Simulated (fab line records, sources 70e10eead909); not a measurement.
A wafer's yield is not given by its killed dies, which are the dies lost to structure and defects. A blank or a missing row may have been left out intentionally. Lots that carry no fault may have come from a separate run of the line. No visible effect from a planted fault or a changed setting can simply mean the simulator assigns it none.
Comparing a struck lot with a sound one    flow nand harc    17 out of 1302 route steps
Sound: wafers L557.2, L557.3, L557.5. Struck: wafer L568.6 (L568.4, L568.5, from the same lot, were not struck and are left out); the cause is given at the end.
Order at every step that has rows: each side's tool, ch and its chambers, its first start. Under that, the readings that differ: sound wafers    struck wafers    difference of the means    sigmas: that difference in standard deviations of wafers without a fault.
alike: same words and numbers on both sides, and readings whose means sit less than 2 such deviations apart. not compared: any withheld reading, any reading some wafer has no value for, any bound like >300 that may hide the same value, and any number with overlapping values for which the record gives no deviation.
A row with sigmas, a row that says differs or no value, or rows on one side alone: a step with any of these is where the two part. Non-overlapping numbers with no deviation appear without sigmas and do not part them. A reading that every wafer of one side lacks parts them only if that side has two wafers or more.

NHARC_A_M0_OVL_MEAS_10: pitch 160 nm.
  struck on overlay-01, day 27 12:10; sound on overlay-02, day 23 05:10
  alike: overlay x nm, overlay y nm
NHARC_A_M0_INSPECT_11:
  struck on defect inspect-01, day 27 12:11; sound on defect inspect-01, day 23 05:11
  alike: raw defect count
NHARC_A_M0_DESCUM_14: chemistry O2, time 3 s.
  sound on rie diel-01 ch 0,2, day 23 05:15; struck on rie diel-04 ch 2, day 27 12:16
  alike: drypump motor current A, oes product au, rf vpp V, showerhead plenum p Torr, throttle valve pct
  not compared: rf hours counter h
then, 2 steps without rows for these wafers: NHARC_A_M0_ETCH_34 (etches the open film in N2/H2, target depth 40 nm, overetch 12 nm, time 43.94 s); NHARC_A_M0_ETCH_15 (etches the open film in C4F8/Ar, target depth 150 nm, overetch 15 nm, time 82.5 s).
NHARC_A_M0_CD_MEAS_16:
  struck on cd sem-03, day 27 12:34; sound on cd sem-02, day 23 05:37
  alike: cd nm
then, 2 steps without rows for these wafers: NHARC_A_M0_STRIP_18 (strips in N2/H2); NHARC_A_M0_STRIP_19 (strips in post etch residue remover, time 600 s).
NHARC_A_M0_DEGAS_28: time 60 s.
  struck on pvd sputter-01, day 27 13:11; sound on pvd sputter-02, day 23 06:17
  alike: heater power w
NHARC_A_M0_PRE_CLEAN_29: time 30 s.
  sound on pvd sputter-02; struck on pvd sputter-01
  alike: heater power w
then, 1 step without rows for these wafers: NHARC_A_M0_PVD_20 (deposits TaN, target thk 5 nm, time 8.06 s).
NHARC_A_M0_PVD_21: deposits Cu, target thk 30 nm, time 20.49 s.
  sound on pvd sputter-02; struck on pvd sputter-01
  alike: throttle valve pct
NHARC_A_M0_ECD_22: material Cu, target thk 400 nm.
  sound on ecd cu-01 ch 0,1, day 23 06:38; struck on ecd cu-02 ch 0,1, day 27 13:47
NHARC_A_M0_ANNEAL_30: time 90 s.
  sound on rtp anneal-02 ch 0, day 23 07:04; struck on rtp anneal-02 ch 0, day 27 14:12
  alike: anneal temp c, wafer_temp_C_max
NHARC_A_M0_CMP_23: polishes, t overpolish 20 s, target thk 113.75 nm.
  sound on cmp-03 ch 0,1, day 23 07:23; struck on cmp-01 ch 0, day 27 14:25
reading                 sound           struck  difference  sigmas
time to endpoint s (s)  23.6 28.4 21.9  11.9    -12.7       -5
  alike: motor current A
NHARC_A_M0_THK_MEAS_24: measures by xrf.
  struck on film metro-02, day 27 14:42; sound on film metro-01, day 23 07:40
  alike: thk nm
NHARC_END_SORT_01:
  sound on prober-02 ch 0, day 24 21:26; struck on prober-02 ch 0, day 29 08:27
reading       sound  struck  difference  sigmas
killed short  1 3 1  5       +3          +2
  alike: defect limited yield, killed at array, killed at other, killed at periphery, killed dies, killed open, sort_bin_2_pct, sort_bin_3_pct, sort_bin_4_pct, sort n pass, sort rim yield pct, sort yield pct

== WHERE THEY PART ==
Last at NHARC_END_SORT_01 as far as this record goes, first at NHARC_A_M0_CMP_23.

WHY: what had been put in by the simulator
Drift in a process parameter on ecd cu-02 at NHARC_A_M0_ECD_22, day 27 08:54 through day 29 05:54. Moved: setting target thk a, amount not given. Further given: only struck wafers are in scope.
